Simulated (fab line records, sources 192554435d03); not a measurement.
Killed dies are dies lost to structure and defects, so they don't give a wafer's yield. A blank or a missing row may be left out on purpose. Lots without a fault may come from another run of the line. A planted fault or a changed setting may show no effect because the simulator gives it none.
Chamber matching | flow n5_finfet | N5_BEOL_M0_DEP_125 on pecvd-01: 3 sister chambers
The step deposits SiCN from 3MS/NH3, target thk 8 nm, time 14 s. 6 wafers are shown with their chamber, then 9 later ones without.

WAFERS WITH THEIR CHAMBER
wafer  | chamber | throttle_valve_pct (%) | showerhead_plenum_p_Torr (Torr)
L077.6 | 2       | 9.0                    | 3.676
L079.1 | 1       | 10.8                   | 3.663
L079.5 | 0       | 9.8                    | 3.654
L081.2 | 1       | 10.6                   | 3.685
L081.4 | 2       | 8.8                    | 3.687
L081.5 | 0       | 9.9                    | 3.659

WAFERS WITHOUT THEIR CHAMBER
wafer  | throttle_valve_pct (%) | showerhead_plenum_p_Torr (Torr)
L083.1 | 9.9                    | 3.660
L083.2 | 9.0                    | 3.671
L083.3 | 10.5                   | 3.673
L087.1 | 10.6                   | 3.662
L087.3 | 9.7                    | 3.655
L087.5 | 9.5                    | 3.667
L094.2 | 10.5                   | 3.689
L094.3 | 9.8                    | 3.658
L094.4 | 8.9                    | 3.674

WHICH CHAMBER EACH WENT THROUGH
wafer  | from the rows above | in truth
L083.1 | 0                   | 0
L083.2 | 2                   | 2
L083.3 | 1                   | 1
L087.1 | 1                   | 1
L087.3 | 0                   | 0
L087.5 | 0                   | 0
L094.2 | 1                   | 1
L094.3 | 0                   | 0
L094.4 | 2                   | 2
Placed correctly: 9 of 9. Can't be placed from these rows: 0. Placed wrongly: 0.
How it was worked out, from the rows above alone: a wafer's distance from a chamber is the root of the sum, over the readings, of the square of ((its reading less the chamber's mean) divided by the reading's scatter). The wafer belongs to the nearest chamber; if the next one is less than 2 further off, it can't be placed. A chamber's mean is the mean of its shown wafers. The scatter: the root of (the sum of the squares of (reading less its chamber's mean) over the shown wafers, divided by (wafers less chambers)).
